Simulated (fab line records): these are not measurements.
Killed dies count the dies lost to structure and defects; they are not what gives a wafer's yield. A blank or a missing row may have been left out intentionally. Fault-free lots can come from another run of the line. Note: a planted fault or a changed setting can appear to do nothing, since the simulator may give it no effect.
Which of the tools did it?	flow nand-harc	20 lots, 60 wafers sampled, at 6 steps of a route of 1302

== WHAT THE GAUGES READ, wafer by wafer ==
Not one reading of a measure or inspect step in the record can be checked against a usual standard deviation.

== TOOL THAT RAN EACH LOT (tool first, then ch and the chambers of the sampled wafers, then the start) ==
lot	NHARC_P_GATE_ETCHBACK_37	NHARC_P_CONTACT_DESCUM_17	NHARC_P_CONTACT_ETCH_18	NHARC_P_M1_ETCH_35	NHARC_P_M1_ETCH_28	NHARC_P_M1_PVD_20
L074	rie-diel-11 ch 0,1,3, day 5 18:33 or earlier	rie-diel-05 ch 1,3, day 5 18:33	rie-diel-05 ch 0,1, day 6 03:10 or earlier	rie-diel-12 ch 2,3, day 6 03:10	rie-diel-13 ch 0,1,3, no start	pvd-sputter-02, no start
L075	rie-diel-11 ch 0,2, day 6 12:28 or earlier	rie-diel-10 ch 0,1,2, day 6 12:28	rie-diel-10 ch 0,2,3, day 6 20:41 or earlier	rie-diel-13 ch 0,1,2, day 6 20:41	rie-diel-12 ch 0,2, no start	pvd-sputter-01, no start
L076	rie-diel-06 ch 0,1,3, day 6 14:50 or earlier	rie-diel-10 ch 0,2,3, day 6 14:50	rie-diel-10 ch 2,3, day 7 00:12 or earlier	rie-diel-12 ch 0,1, day 7 00:12	rie-diel-12 ch 0,3, no start	pvd-sputter-02, no start
L078	rie-diel-03 ch 1,2,3, day 7 15:26 or earlier	rie-diel-10 ch 0,1,3, day 7 15:26	rie-diel-10 ch 0,1, day 8 00:10 or earlier	rie-diel-07 ch 2,3, day 8 00:10	rie-diel-12 ch 1,2, no start	pvd-sputter-02, no start
L079	rie-diel-03 ch 0,1, day 7 20:08 or earlier	rie-diel-10 ch 0,1,2, day 7 20:08	rie-diel-10 ch 0,1,2, day 8 04:29 or earlier	rie-diel-12 ch 0,1,2, day 8 04:29	rie-diel-12 ch 0,1,2, no start	pvd-sputter-01, no start
L080	rie-diel-06 ch 0,1,3, day 8 08:06 or earlier	rie-diel-01 ch 0,1,3, day 8 08:06	rie-diel-01 ch 0,3, day 8 16:25 or earlier	rie-diel-12 ch 0,1, day 8 16:25	rie-diel-12 ch 0,1, no start	pvd-sputter-03, no start
L081	rie-diel-11 ch 0,2,3, day 8 18:45 or earlier	rie-diel-05 ch 0,1,2, day 8 18:45	rie-diel-05 ch 0,1,3, day 9 02:49 or earlier	rie-diel-13 ch 0,1,2, day 9 02:49	rie-diel-12 ch 0,2,3, no start	pvd-sputter-03, no start
L083	rie-diel-06 ch 0,2,3, day 9 20:37 or earlier	rie-diel-05 ch 0,1,3, day 9 20:37	rie-diel-05 ch 0,1, day 10 04:55 or earlier	rie-diel-07 ch 0,2,3, day 10 04:55	rie-diel-13 ch 0,2,3, no start	pvd-sputter-03, no start
L084	rie-diel-11 ch 0,3, day 9 22:22 or earlier	rie-diel-10 ch 0,1,3, day 9 22:22	rie-diel-10 ch 0,2,3, day 10 07:10 or earlier	rie-diel-12 ch 1,2,3, day 10 07:10	rie-diel-13 ch 0,1, no start	pvd-sputter-03, no start
L085	rie-diel-11 ch 0,2, day 10 11:08 or earlier	rie-diel-01 ch 0,1,3, day 10 11:08	rie-diel-01 ch 2,3, day 10 19:25 or earlier	rie-diel-13 ch 0,1,2, day 10 19:25	rie-diel-12 ch 0,2, no start	pvd-sputter-01, no start
L089	rie-diel-11 ch 1,3, day 12 00:01 or earlier	rie-diel-05 ch 0,1, day 12 00:01	rie-diel-05 ch 1,2,3, day 12 08:16 or earlier	rie-diel-13 ch 2,3, day 12 08:16	rie-diel-13 ch 1,2,3, no start	pvd-sputter-03, no start
L088	rie-diel-11 ch 1,2,3, day 12 00:45 or earlier	rie-diel-10 ch 0,3, day 12 00:45	rie-diel-10 ch 0,1,2, day 12 09:10 or earlier	rie-diel-13 ch 0,2,3, day 12 09:10	rie-diel-13 ch 0,1, no start	pvd-sputter-01, no start
L090	rie-diel-03 ch 1,3, day 12 12:47 or earlier	rie-diel-05 ch 0,3, day 12 12:47	rie-diel-05 ch 1,2,3, day 12 20:57 or earlier	rie-diel-12 ch 0,1, day 12 20:57	rie-diel-13 ch 0,1,2, no start	pvd-sputter-03, no start
L091	rie-diel-03 ch 1,2,3, day 12 23:59 or earlier	rie-diel-05 ch 0,2,3, day 12 23:59	rie-diel-05 ch 0,1,3, day 13 08:23 or earlier	rie-diel-12 ch 0,1,3, day 13 08:23	rie-diel-12 ch 0,2,3, no start	pvd-sputter-03, no start
L092	rie-diel-06 ch 0,1,2, day 13 12:56 or earlier	rie-diel-05 ch 0,1,3, day 13 12:56	rie-diel-05 ch 0,1,3, day 13 21:19 or earlier	rie-diel-13 ch 1,2, day 13 21:19	rie-diel-12 ch 2,3, no start	pvd-sputter-01, no start
L093	rie-diel-03 ch 1,2, day 13 23:56 or earlier	rie-diel-10 ch 1,2, day 13 23:56	rie-diel-10 ch 1,2, day 14 07:59 or earlier	rie-diel-12 ch 1,2,3, day 14 07:59	rie-diel-12 ch 2,3, no start	pvd-sputter-01, no start
L094	rie-diel-06 ch 0,1,2, day 14 00:49 or earlier	rie-diel-05 ch 0,1,3, day 14 00:49	rie-diel-05 ch 0,1,3, day 14 09:16 or earlier	rie-diel-13 ch 0,2, day 14 09:16	rie-diel-12 ch 0,1,2, no start	pvd-sputter-02, no start
L095	rie-diel-06 ch 2,3, day 14 18:37 or earlier	rie-diel-01 ch 0,2, day 14 18:37	rie-diel-01 ch 2,3, day 15 03:08 or earlier	rie-diel-13 ch 1,3, day 15 03:08	rie-diel-12 ch 0,1,3, no start	pvd-sputter-01, no start
L096	rie-diel-06 ch 0,1,2, day 14 23:25 or earlier	rie-diel-05 ch 0,1,3, day 14 23:25	rie-diel-05 ch 2,3, day 15 08:30 or earlier	rie-diel-07 ch 0,1,3, day 15 08:30	rie-diel-12 ch 1,2, no start	pvd-sputter-02, no start
L097	rie-diel-11 ch 0,3, day 15 08:59 or earlier	rie-diel-05 ch 0,2,3, day 15 08:59	rie-diel-05 ch 0,2, day 15 17:50 or earlier	rie-diel-12 ch 1,2,3, day 15 17:50	rie-diel-13 ch 0,1, day 15 18:31	pvd-sputter-02, no start
- NHARC_P_GATE_ETCHBACK_37: etches the open film in CHF3/O2, target depth 34.5 nm, time 17.2 s.
- NHARC_P_CONTACT_DESCUM_17: chemistry O2, time 3 s.
- NHARC_P_CONTACT_ETCH_18: etches the open film in C4F8/O2/Ar, target depth 481 nm, time 240.5 s.
- NHARC_P_M1_ETCH_35: etches the open film in N2/H2, target depth 40 nm, overetch 12 nm, time 43.94 s.
- NHARC_P_M1_ETCH_28: etches the open film in CF4/N2, target depth 30 nm, time 72.99 s.
- NHARC_P_M1_PVD_20: deposits TaN, target thk 5 nm, time 8.06 s.

== WHAT THE TOOLS THEMSELVES READ (means of the sampled wafers that have a number; where no wafer has one, the mark that the record gives instead) ==
NHARC_P_GATE_ETCHBACK_37. Usual: drypump-motor-current-A 5.8 A, standard deviation 0.38; mfc-ar-sccm 200.0 sccm, standard deviation 0.66; oes-product-au 0.95 a.u., standard deviation 0.036; rf-vpp-V 371.7 V, standard deviation 2; showerhead-plenum-p-Torr 2.46 Torr, standard deviation 0.085; throttle-valve-pct 20.572 %, standard deviation 0.0094.
lot	tool	drypump-motor-current-A (A)	mfc-ar-sccm (sccm)	oes-product-au (a.u.)	rf-vpp-V (V)	showerhead-plenum-p-Torr (Torr)	throttle-valve-pct (%)	flag
L074	rie-diel-11	6.0	199.6	0.91	372.8	2.46	20.564	
L075	rie-diel-11	5.9	199.2	0.92	372.4	2.52	20.577	
L076	rie-diel-06	5.7	200.1	1.00	371.6	2.45	20.574	
L078	rie-diel-03	5.5	199.9	0.99	371.4	2.45	20.567	
L079	rie-diel-03	5.6	200.4	1.00	370.9	2.41	20.560	
L080	rie-diel-06	5.8	200.1	0.91	371.2	2.45	20.561	
L081	rie-diel-11	5.9	199.9	1.01	372.1	2.47	20.568	
L083	rie-diel-06	6.0	200.7	0.94	370.4	2.42	20.568	
L084	rie-diel-11	5.9	200.1	1.00	371.5	2.41	20.569	
L085	rie-diel-11	5.8	199.5	0.92	373.9	2.53	20.579	
L089	rie-diel-11	6.1	200.0	0.92	371.7	2.46	20.573	
L088	rie-diel-11	6.0	200.2	1.00	371.9	2.47	20.566	
L090	rie-diel-03	5.1	199.6	0.93	371.6	2.45	20.567	
L091	rie-diel-03	5.6	200.2	0.93	372.0	2.45	20.569	
L092	rie-diel-06	5.9	200.0	0.97	371.8	2.45	20.564	
L093	rie-diel-03	6.0	199.9	0.95	371.4	2.45	20.582	
L094	rie-diel-06	5.9	200.2	0.92	372.6	2.45	20.575	
L095	rie-diel-06	6.0	199.8	0.99	371.0	2.36	20.569	
L096	rie-diel-06	5.9	200.6	0.98	371.2	2.46	20.574	
L097	rie-diel-11	5.9	199.7	1.00	371.0	2.41	20.570	

NHARC_P_CONTACT_DESCUM_17. Usual: drypump-motor-current-A 5.7 A, standard deviation 0.55; mfc-ar-sccm 0.006 sccm, standard deviation 0.0085; oes-product-au 0.999 a.u., standard deviation 0.0066; rf-vpp-V 57.8 V, standard deviation 0.96; showerhead-plenum-p-Torr 1.92 Torr, standard deviation 0.097; throttle-valve-pct 11.311 %, standard deviation 0.0084.
lot	tool	drypump-motor-current-A (A)	mfc-ar-sccm (sccm)	oes-product-au (a.u.)	rf-vpp-V (V)	showerhead-plenum-p-Torr (Torr)	throttle-valve-pct (%)	flag
L074	rie-diel-05	6.1	0.002	0.997	57.4	1.83	11.314	
L075	rie-diel-10	5.8	0.010	0.998	57.3	1.98	11.317	
L076	rie-diel-10	6.0	0.016	1.007	58.5	1.98	11.309	
L078	rie-diel-10	5.6	0.006	0.996	57.9	2.00	11.304	
L079	rie-diel-10	5.8	0.010	0.998	57.1	1.98	11.310	
L080	rie-diel-01	5.7	0.002	1.003	57.6	1.85	11.319	
L081	rie-diel-05	5.6	0.007	1.001	57.0	1.88	11.306	
L083	rie-diel-05	6.0	0.002	0.998	57.8	1.88	11.312	
L084	rie-diel-10	5.6	0.006	0.994	58.5	2.00	11.309	
L085	rie-diel-01	5.7	0.002	1.003	58.4	1.85	11.302	
L089	rie-diel-05	5.9	0.002	0.993	56.6	1.93	11.319	
L088	rie-diel-10	6.2	0.007	1.006	58.3	1.93	11.302	
L090	rie-diel-05	5.9	0.000	0.996	57.6	1.86	11.308	
L091	rie-diel-05	5.5	0.005	1.003	57.4	1.85	11.310	
L092	rie-diel-05	6.0	0.002	1.000	57.2	1.88	11.306	
L093	rie-diel-10	5.7	0.019	0.994	58.0	2.02	11.317	
L094	rie-diel-05	6.0	0.002	0.998	57.9	1.87	11.305	
L095	rie-diel-01	5.4	0.000	0.994	58.6	1.94	11.309	
L096	rie-diel-05	6.0	0.002	1.004	58.1	1.87	11.311	
L097	rie-diel-05	5.6	0.005	1.003	57.7	1.85	11.310	

NHARC_P_CONTACT_ETCH_18. Usual: oes-product-au 0.955 a.u., standard deviation 0.021; rf-vpp-V 978 V, standard deviation 6.7.
lot	tool	oes-product-au (a.u.)	rf-vpp-V (V)	flag
L074	rie-diel-05	0.951	981	
L075	rie-diel-10	0.955	982	
L076	rie-diel-10	0.962	985	
L078	rie-diel-10	0.968	979	
L079	rie-diel-10	0.968	983	
L080	rie-diel-01	0.971	972	
L081	rie-diel-05	0.948	975	
L083	rie-diel-05	0.924	977	
L084	rie-diel-10	0.976	983	
L085	rie-diel-01	0.963	975	
L089	rie-diel-05	0.926	972	
L088	rie-diel-10	0.973	982	
L090	rie-diel-05	0.975	972	
L091	rie-diel-05	0.924	976	
L092	rie-diel-05	0.969	976	
L093	rie-diel-10	0.953	986	
L094	rie-diel-05	0.920	976	
L095	rie-diel-01	0.972	980	
L096	rie-diel-05	0.972	970	
L097	rie-diel-05	0.940	978	

NHARC_P_M1_ETCH_35. Usual: for drypump-motor-current-A, 6.1 A with a standard deviation of 0.33; for h2-flow-sccm, 150.0 sccm with a standard deviation of 0.44; for mfc-ar-sccm, 0.006 sccm with a standard deviation of 0.0098; for oes-product-au, 1.003 a.u. with a standard deviation of 0.0074; for rf-vpp-V, 431.0 V with a standard deviation of 2.4; for showerhead-plenum-p-Torr, 2.06 Torr with a standard deviation of 0.086; for throttle-valve-pct, 14.171 % with a standard deviation of 0.0076.
lot	tool	drypump-motor-current-A (A)	h2-flow-sccm (sccm)	mfc-ar-sccm (sccm)	oes-product-au (a.u.)	rf-vpp-V (V)	showerhead-plenum-p-Torr (Torr)	throttle-valve-pct (%)	flag
L074	rie-diel-12	6.4	149.8	0.009	1.001	427.8	1.96	14.165	
L075	rie-diel-13	6.2	149.7	0.000	1.005	431.2	2.06	14.176	
L076	rie-diel-12	5.9	150.1	0.000	1.009	430.4	2.06	14.170	
L078	rie-diel-07	5.7	150.1	0.006	1.001	431.3	2.07	14.167	
L079	rie-diel-12	6.1	150.0	0.004	0.996	430.6	2.02	14.172	
L080	rie-diel-12	6.1	150.6	0.000	1.003	432.4	2.10	14.175	
L081	rie-diel-13	6.2	150.1	0.000	0.998	431.3	2.06	14.173	
L083	rie-diel-07	5.8	149.7	0.006	0.996	432.5	2.10	14.168	
L084	rie-diel-12	6.2	149.8	0.005	1.008	428.9	1.99	14.170	
L085	rie-diel-13	6.2	149.9	0.000	1.002	430.6	2.06	14.171	
L089	rie-diel-13	5.8	149.8	0.019	1.005	433.1	2.14	14.177	
L088	rie-diel-13	6.0	149.9	0.010	1.003	431.6	2.08	14.171	
L090	rie-diel-12	6.0	150.5	0.000	0.992	431.9	2.10	14.172	
L091	rie-diel-12	6.1	150.2	0.002	1.004	431.3	2.07	14.166	
L092	rie-diel-13	5.9	150.2	0.000	1.003	431.8	2.08	14.168	
L093	rie-diel-12	6.2	149.8	0.005	0.993	429.3	1.98	14.166	
L094	rie-diel-13	6.2	150.8	0.000	1.000	429.9	2.00	14.172	
L095	rie-diel-13	6.2	150.0	0.010	1.006	432.9	2.16	14.168	
L096	rie-diel-07	5.8	149.6	0.013	1.010	432.1	2.08	14.162	
L097	rie-diel-12	6.2	150.2	0.005	1.000	428.6	1.98	14.170	

NHARC_P_M1_ETCH_28. Usual: drypump-motor-current-A 6.2 A, standard deviation 0.3; mfc-ar-sccm 150.0 sccm, standard deviation 0.44; oes-product-au 1.002 a.u., standard deviation 0.007; rf-vpp-V 314.4 V, standard deviation 2; showerhead-plenum-p-Torr 2.64 Torr, standard deviation 0.11; throttle-valve-pct 19.794 %, standard deviation 0.0092.
lot	tool	drypump-motor-current-A (A)	mfc-ar-sccm (sccm)	oes-product-au (a.u.)	rf-vpp-V (V)	showerhead-plenum-p-Torr (Torr)	throttle-valve-pct (%)	flag
L074	rie-diel-13	6.2	150.0	1.000	315.3	2.70	19.789	
L075	rie-diel-12	6.3	150.4	1.003	312.2	2.57	19.799	
L076	rie-diel-12	6.4	150.0	1.002	314.7	2.69	19.794	
L078	rie-diel-12	6.1	149.7	1.004	313.1	2.51	19.793	
L079	rie-diel-12	6.1	149.9	1.009	312.6	2.60	19.802	
L080	rie-diel-12	6.1	149.8	1.007	315.2	2.70	19.793	
L081	rie-diel-12	6.3	150.1	1.000	314.3	2.62	19.779	
L083	rie-diel-13	6.1	150.1	1.009	315.3	2.67	19.793	
L084	rie-diel-13	6.4	150.0	0.994	314.5	2.68	19.804	
L085	rie-diel-12	6.3	150.2	1.002	314.3	2.66	19.800	
L089	rie-diel-13	6.0	150.1	1.003	315.5	2.73	19.791	
L088	rie-diel-13	6.5	150.0	1.000	314.0	2.62	19.791	
L090	rie-diel-13	6.2	149.8	0.997	315.2	2.65	19.793	
L091	rie-diel-12	6.4	150.0	0.993	314.4	2.62	19.795	
L092	rie-diel-12	6.4	150.1	0.991	312.4	2.52	19.787	
L093	rie-diel-12	6.4	150.0	0.997	311.7	2.52	19.799	
L094	rie-diel-12	6.1	149.9	1.000	313.7	2.60	19.792	
L095	rie-diel-12	6.2	149.8	0.992	314.1	2.66	19.796	
L096	rie-diel-12	6.1	150.7	0.997	311.7	2.50	19.789	
L097	rie-diel-13	6.5	149.7	0.999	313.6	2.62	19.799	

NHARC_P_M1_PVD_20. Usual: cathode-dc-power-W 15000 W, standard deviation 2.8; throttle-valve-pct 29.6 %, standard deviation 1.3.
lot	tool	cathode-dc-power-W (W)	throttle-valve-pct (%)	flag
L074	pvd-sputter-02	14998	30.2	
L075	pvd-sputter-01	15004	29.4	
L076	pvd-sputter-02	14999	29.9	
L078	pvd-sputter-02	15000	29.5	
L079	pvd-sputter-01	15000	28.8	
L080	pvd-sputter-03	14997	29.8	
L081	pvd-sputter-03	14997	29.7	
L083	pvd-sputter-03	15002	28.4	
L084	pvd-sputter-03	15000	29.5	
L085	pvd-sputter-01	15001	29.0	
L089	pvd-sputter-03	15000	30.8	
L088	pvd-sputter-01	15002	28.8	
L090	pvd-sputter-03	14999	30.5	
L091	pvd-sputter-03	15002	30.5	
L092	pvd-sputter-01	15001	29.6	
L093	pvd-sputter-01	14999	30.0	
L094	pvd-sputter-02	14999	29.9	
L095	pvd-sputter-01	14998	28.9	
L096	pvd-sputter-02	15001	30.0	
L097	pvd-sputter-02	15000	30.5	

== THE ANSWER, worked out from the rows above alone ==
Rule: take the mean of a lot's wafers that have a number; if it is more than 3 standard deviations from the usual mean, the lot is off. Also off: a lot with no number at a reading for which 4 or more lots have one. All remaining lots with rows at the step are treated as sound. First the gauges in route order, then the tools' own readings, where a lot's mean is used as printed above. The first step at which some lot is off is used, and at that step the reading that is off furthest; a lot without a number counts as furthest.
Across all readings shown, no lot is off: no conclusion can be drawn from this.

== WHAT HAD BEEN PUT IN BY THE SIMULATOR ==
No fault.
